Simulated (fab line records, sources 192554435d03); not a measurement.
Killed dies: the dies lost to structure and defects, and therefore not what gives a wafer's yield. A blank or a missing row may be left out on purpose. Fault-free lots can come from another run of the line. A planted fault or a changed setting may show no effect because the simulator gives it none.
Split-lot experiment | flow n5 finfet | route with 1938 steps; 7 lots, 21 wafers read

## THE SPLIT ITSELF
At N5_ZERO_LAYER_PECVD_02 (deposits SiO2 from SiH4/N2O, target thk 10 nm, time 6 s), the setting time s was moved away from the recipe's 6 s on 7 of the 21 wafers read, by -7.8% to -4.8%. All remaining wafers had this setting at the recipe value.

The split's own step is where the reading is taken.

## THE READING
SiO2_of_ZERO_LAYER_PECVD_02.thk nm (the simulator's own value, which no gauge read), in nm, at N5_ZERO_LAYER_PECVD_02 (deposits SiO2 from SiH4/N2O, target thk 10 nm, time 6 s). The file does not state a usual value for it. Here, 14 wafers ran the recipe; their average is 9.978 nm with a standard deviation of 0.099 nm.

wafer  | tool, chamber at the split | time s as run, s | against the recipe | SiO2_of_ZERO_LAYER_PECVD_02.thk nm, nm | against lot-mates on the recipe
L074.1 | pecvd-03, 2                | 6                | recipe             | 9.865                                  | -
L074.3 | pecvd-03, 0                | 6                | recipe             | 9.941                                  | -
L074.5 | pecvd-03, 2                | 5.676            | -5.4%              | 9.447                                  | -0.456
L083.2 | pecvd-01, 0                | 5.632            | -6.1%              | 9.302                                  | -0.838
L083.4 | pecvd-01, 2                | 6                | recipe             | 10.14                                  | -
L083.5 | pecvd-01, 1                | 5.632            | -6.1%              | 9.415                                  | -0.725
L086.4 | pecvd-01, 1                | 6                | recipe             | 10.13                                  | -
L086.5 | pecvd-01, 0                | 6                | recipe             | 9.88                                   | -
L086.6 | pecvd-01, 2                | 6                | recipe             | 10.1                                   | -
L087.2 | pecvd-03, 0                | 5.535            | -7.8%              | 9.135                                  | -0.764
L087.3 | pecvd-03, 2                | 6                | recipe             | 9.899                                  | -
L087.5 | pecvd-03, 2                | 5.535            | -7.8%              | 9.054                                  | -0.845
L091.1 | pecvd-04, 1                | 5.712            | -4.8%              | 9.328                                  | -0.659
L091.3 | pecvd-04, 2                | 6                | recipe             | 9.987                                  | -
L091.4 | pecvd-04, 0                | 5.712            | -4.8%              | 9.657                                  | -0.330
L093.2 | pecvd-01, 2                | 6                | recipe             | 9.854                                  | -
L093.5 | pecvd-01, 2                | 6                | recipe             | 9.949                                  | -
L093.6 | pecvd-01, 0                | 6                | recipe             | 10.03                                  | -
L097.1 | pecvd-04, 0                | 6                | recipe             | 9.885                                  | -
L097.2 | pecvd-04, 1                | 6                | recipe             | 9.94                                   | -
L097.6 | pecvd-04, 0                | 6                | recipe             | 10.09                                  | -

THE FIT
A straight line over all 21 wafers: SiO2_of_ZERO_LAYER_PECVD_02.thk nm changes by +0.107 nm for each +1% of time s; r = +0.95; the points scatter about the line by 0.11 nm.
The same after taking each lot's own level away (the mean of its wafers on the recipe; 21 wafers): +0.108 nm for each +1%; r = +0.96; scatter 0.1 nm.
According to that fit, moving time s by its largest amount changes the reading by 0.84 nm.
Measured against the standard deviation above, the lots' own levels, which go from 9.8990 to 10.1400 nm, span 2.4 times it.
The two slopes agree, so the slope changes little with the lot-to-lot level.
Check: -0.86 nm against its lot-mates is what the line predicts for one of the wafers moved furthest among these (-7.8%) when that wafer is left out of the fit. Against them it came out at -0.764 nm.

## THE FILE'S OWN FIT
SiO2_of_ZERO_LAYER_PECVD_02.thk nm changes by +0.106 nm for each +1% of time s, r = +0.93.
